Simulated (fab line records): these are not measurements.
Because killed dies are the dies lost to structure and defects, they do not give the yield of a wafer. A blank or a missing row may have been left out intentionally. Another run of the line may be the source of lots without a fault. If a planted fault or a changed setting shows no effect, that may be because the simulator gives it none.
Matching of chambers :: flow n5 finfet :: 3 sister chambers for N5_MOL_CONTACT_COAG_CO_FILL_22 on cvd co-01
The step material Co, precursor CCTBA/H2, target thk 20 nm. 6 wafers are shown with their chamber, then 12 later ones without.

== WAFERS, EACH WITH ITS CHAMBER ==
wafer: L089.1
chamber: 2
heater power w (W): 217

wafer: L089.2
chamber: 0
heater power w (W): 232

wafer: L089.3
chamber: 1
heater power w (W): 207

wafer: L089.4
chamber: 2
heater power w (W): 228

wafer: L089.5
chamber: 0
heater power w (W): 227

wafer: L089.6
chamber: 1
heater power w (W): 205

== WAFERS MISSING THEIR CHAMBER ==
wafer: L093.2
heater power w (W): 213

wafer: L093.4
heater power w (W): 233

wafer: L093.5
heater power w (W): 211

wafer: L092.1
heater power w (W): 228

wafer: L092.2
heater power w (W): 229

wafer: L092.5
heater power w (W): 224

wafer: L095.2
heater power w (W): 211

wafer: L095.3
heater power w (W): 229

wafer: L095.5
heater power w (W): 225

wafer: L097.2
heater power w (W): 225

wafer: L097.3
heater power w (W): 202

wafer: L097.5
heater power w (W): 230

== CHAMBER TAKEN BY EACH ==
wafer: L093.2
from the rows above: can't be placed: 1 or 2 or 0
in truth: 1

wafer: L093.4
from the rows above: can't be placed: 0 or 2
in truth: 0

wafer: L093.5
from the rows above: can't be placed: 1 or 2
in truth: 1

wafer: L092.1
from the rows above: can't be placed: 0 or 2
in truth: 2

wafer: L092.2
from the rows above: can't be placed: 0 or 2
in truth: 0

wafer: L092.5
from the rows above: can't be placed: 2 or 0
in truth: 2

wafer: L095.2
from the rows above: can't be placed: 1 or 2
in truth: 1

wafer: L095.3
from the rows above: can't be placed: 0 or 2
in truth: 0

wafer: L095.5
from the rows above: can't be placed: 2 or 0
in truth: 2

wafer: L097.2
from the rows above: can't be placed: 2 or 0
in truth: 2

wafer: L097.3
from the rows above: 1
in truth: 1

wafer: L097.5
from the rows above: can't be placed: 0 or 2
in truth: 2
Correctly placed: 1 of 12. Not placeable from these rows: 11 (in 11, the candidates include the true chamber). 0 placed wrongly.
How it was worked out, from the rows above alone: a wafer's distance from a chamber is the root of the sum, over the readings, of the square of ((its reading less the chamber's mean) divided by the reading's scatter). If the next closest chamber is less than 2 further off than the closest, the wafer can't be placed; otherwise it belongs to the closest. For every chamber, the mean is computed from those of its wafers that are shown. How the scatter is found: for the shown wafers, subtract from each reading the mean of its chamber, square and add these, divide the total by (wafers less chambers), then take the root.
